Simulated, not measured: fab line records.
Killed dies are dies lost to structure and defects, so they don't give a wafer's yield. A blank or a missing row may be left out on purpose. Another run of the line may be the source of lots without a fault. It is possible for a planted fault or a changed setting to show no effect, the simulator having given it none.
Matching of chambers :: flow n5-finfet :: N5_BEOL_M0_CO_CAP_123 on cvd-co-02: 3 sister chambers
The step material Co, precursor CCTBA/H2, target thk 2 nm, time 102.1 s. 3 wafers are shown with their chamber, then 11 later ones without.

WAFERS WITH THEIR CHAMBER
wafer: L087.5
chamber: 2
heater-power-w (W): 231

wafer: L088.5
chamber: 1
heater-power-w (W): 240

wafer: L089.3
chamber: 0
heater-power-w (W): 224

WAFERS WHOSE CHAMBER IS MISSING
wafer: L089.5
heater-power-w (W): 220

wafer: L089.6
heater-power-w (W): 230

wafer: L090.1
heater-power-w (W): 218

wafer: L090.2
heater-power-w (W): 232

wafer: L090.4
heater-power-w (W): 243

wafer: L093.1
heater-power-w (W): 239

wafer: L093.3
heater-power-w (W): 238

wafer: L093.6
heater-power-w (W): 221

wafer: L097.2
heater-power-w (W): 234

wafer: L097.5
heater-power-w (W): 232

wafer: L097.6
heater-power-w (W): 220

CHAMBER TAKEN BY EACH
wafer: L089.5
from the rows above: 0
in truth: 0

wafer: L089.6
from the rows above: can't be placed: 2 or 0
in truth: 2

wafer: L090.1
from the rows above: 0
in truth: 0

wafer: L090.2
from the rows above: 2
in truth: 2

wafer: L090.4
from the rows above: 1
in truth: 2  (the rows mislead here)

wafer: L093.1
from the rows above: 1
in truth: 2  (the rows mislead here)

wafer: L093.3
from the rows above: can't be placed: 1 or 2
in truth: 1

wafer: L093.6
from the rows above: 0
in truth: 0

wafer: L097.2
from the rows above: can't be placed: 2 or 1
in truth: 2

wafer: L097.5
from the rows above: 2
in truth: 2

wafer: L097.6
from the rows above: 0
in truth: 0
Correct placement for 6 of the 11. These rows do not allow placing 3 (true chamber among the candidates in 3). Wrongly placed: 2.
How it was worked out, from the rows above alone: a wafer's distance from a chamber is the root of the sum, over the readings, of the square of ((its reading less the chamber's mean) divided by the reading's scatter). The wafer belongs to the nearest chamber; if the next one is less than 2 further off, it can't be placed. For every chamber, the mean is computed from those of its wafers that are shown. The scatter: with one shown wafer a chamber, the root of the mean of the squares of how far each hidden wafer lies from its nearest shown one.
